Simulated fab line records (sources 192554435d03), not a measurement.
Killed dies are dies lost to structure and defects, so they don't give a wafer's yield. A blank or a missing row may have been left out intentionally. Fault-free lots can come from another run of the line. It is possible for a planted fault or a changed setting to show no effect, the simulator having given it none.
A struck lot beside a sound one | flow n5_finfet | 20 out of 1938 route steps
Sound: the wafers L922.3, L922.4, L922.6. Struck: wafer L932.2. (L932.6 of the same lot was not struck and is left out.) The cause comes at the end.
Each step with rows lists, per side, the tool, then ch with its chambers, then its first start. Under that, the readings that differ: sound wafers | struck wafers | difference of the means | sigmas: that difference in standard deviations of wafers without a fault.
alike: same words and numbers on both sides, and readings whose means sit less than 2 such deviations apart. not compared: any withheld reading, any reading some wafer has no value for, any bound like >300 that may hide the same value, and any number with overlapping values for which the record gives no deviation.
The two part at a step that has a row with sigmas, a row that says differs or no value, or rows on one side only. Numbers that have no deviation but don't overlap get no sigmas and don't part them. Lack of a reading on every wafer of one side parts them only where that side has two or more wafers.

first, 9 steps without rows for these wafers: N5_MOL_CONTACT_COAG_COAT_62 (time 60 s, resist thk 60 nm); N5_MOL_CONTACT_COAG_COAT_63 (time 60 s, resist thk 10 nm); N5_MOL_CONTACT_COAG_COAT_64 (time 60 s, resist thk 10 nm); N5_MOL_CONTACT_COAG_COAT_34 (resist thk 40 nm); N5_MOL_CONTACT_COAG_EBR_36; N5_MOL_CONTACT_COAG_SOFTBAKE_35 (time 60 s); N5_MOL_CONTACT_COAG_EXPOSE_37 (exposes mask VD, defocus 0 nm); N5_MOL_CONTACT_COAG_PEB_38 (peb time 60 s); N5_MOL_CONTACT_COAG_DEVELOP_39 (develop time 30 s).
N5_MOL_CONTACT_COAG_CD_MEAS_40: the cd target is 25.1 nm.
  sound on cd_sem-03 ch 0, day 7 00:29; struck on cd_sem-02 ch 0, day 9 13:53
  alike: cd_nm
N5_MOL_CONTACT_COAG_OVL_MEAS_41:
  sound on overlay-02 ch 0, day 7 00:32; struck on overlay-01 ch 0, day 9 13:56
  alike: VD_OVL
N5_MOL_CONTACT_COAG_INSPECT_42: inspects for defects (brightfield).
  sound on defect_inspect-02 at day 7 00:34; struck on defect_inspect-01 at day 9 13:59
  alike: raw_defect_count
N5_MOL_CONTACT_COAG_DESCUM_45: chemistry O2, time 7 s.
  sound on rie_diel-05 ch 0,1,3, day 7 00:37; struck on rie_diel-02 ch 1, day 9 14:01
  reading                                               | sound    | struck | difference | sigmas
  model.CAR-EUV_of_MOL_CONTACT_COAG_COAT_34.thk_nm (nm) | 36 36 36 | 35.2   | -0.8       |
  alike: drypump_motor_current_A, oes_product_au, rf_vpp_V, showerhead_plenum_p_Torr, throttle_valve_pct
  not compared: rf_hours_counter_h
N5_MOL_CONTACT_COAG_ETCH_65: etches underlayer in N2/H2, target depth 13 nm, time 10.4 s.
  sound on rie_diel-05 ch 0,1,3, day 7 00:38; struck on rie_diel-02 ch 1, day 9 14:03
  reading             | sound             | struck | difference | sigmas
  h2_flow_sccm (sccm) | 199.8 199.0 200.4 | 201.4  | +1.7       | +3
  alike: drypump_motor_current_A, etch_rf_on_time_s, n2_flow_sccm, oes_product_au, rf_vpp_V, showerhead_plenum_p_Torr, throttle_valve_pct
  not compared: rf_hours_counter_h
N5_MOL_CONTACT_COAG_ETCH_66: etches SiARC in CF4, target depth 13 nm, time 21.7 s.
  sound on rie_diel-05 ch 0,1,3, day 7 00:40; struck on rie_diel-02 ch 1, day 9 14:04
  alike: drypump_motor_current_A, etch_rf_on_time_s, oes_product_au, rf_vpp_V, showerhead_plenum_p_Torr, throttle_valve_pct
  not compared: rf_hours_counter_h
N5_MOL_CONTACT_COAG_ALD_133: deposits SiO2, target thk 5 nm, pulse time 1 s, co reactant pulse time 1 s.
  sound on ald_sin-03 ch 2,3, day 7 00:50; struck on ald_sin-01 ch 2, day 9 14:15
  reading            | sound    | struck | difference | sigmas
  heater_power_w (W) | 82 82 80 | 101    | +20        | +2
  alike: precursor_pulse_height_rel
  not compared: since_wet_clean_h
N5_MOL_CONTACT_COAG_ETCHBACK_134: etches SiO2 in CHF3, target depth 10 nm, time 6.7 s.
  sound on rie_diel-04 ch 0,1,2, day 7 01:01; struck on rie_diel-04 ch 2, day 9 14:26
  reading                                               | sound          | struck | difference | sigmas
  model.CAR-EUV_of_MOL_CONTACT_COAG_COAT_34.thk_nm (nm) | 15.6 15.4 15.4 | 14.6   | -0.9       |
  alike: drypump_motor_current_A, oes_f_703_au, oes_product_au, rf_vpp_V, showerhead_plenum_p_Torr, throttle_valve_pct
  not compared: rf_hours_counter_h
N5_MOL_CONTACT_COAG_ETCH_67: etches SOC in N2/H2, target depth 60 nm, overetch 21 nm, time 101.2 s.
  sound on rie_diel-04 ch 0,1,2, day 7 01:03; struck on rie_diel-04 ch 2, day 9 14:28
  alike: drypump_motor_current_A, h2_flow_sccm, n2_flow_sccm, oes_product_au, rf_vpp_V, showerhead_plenum_p_Torr, throttle_valve_pct
  not compared: rf_hours_counter_h
-- record jumps: 3 days separate the struck wafers' starts on either side; left off in module MOL_CONTACT_COAG, taken up again in module BEOL_M4, whose first shown step is the route's number 1111 --
N5_BEOL_M4_RC_MEAS_101:
  sound on prober-01 ch 0, day 9 08:28; struck on prober-02 ch 0, day 12 07:05
  alike: DIBL_N, DIBL_P, IOFF_N, IOFF_P, ION_N, ION_P, SS_N, SS_P, VT_N, VT_P
following that, these wafers have no rows for 1 step: N5_PASSIVATION_PROBE_49.

== WHERE THEY PART ==
Last at N5_MOL_CONTACT_COAG_ALD_133 as far as this record goes, first at N5_MOL_CONTACT_COAG_ETCH_65. Later steps at which nothing parts them and some readings are alike: N5_MOL_CONTACT_COAG_ETCHBACK_134, N5_MOL_CONTACT_COAG_ETCH_67, N5_BEOL_M4_RC_MEAS_101.

WHY: what the simulator had put in
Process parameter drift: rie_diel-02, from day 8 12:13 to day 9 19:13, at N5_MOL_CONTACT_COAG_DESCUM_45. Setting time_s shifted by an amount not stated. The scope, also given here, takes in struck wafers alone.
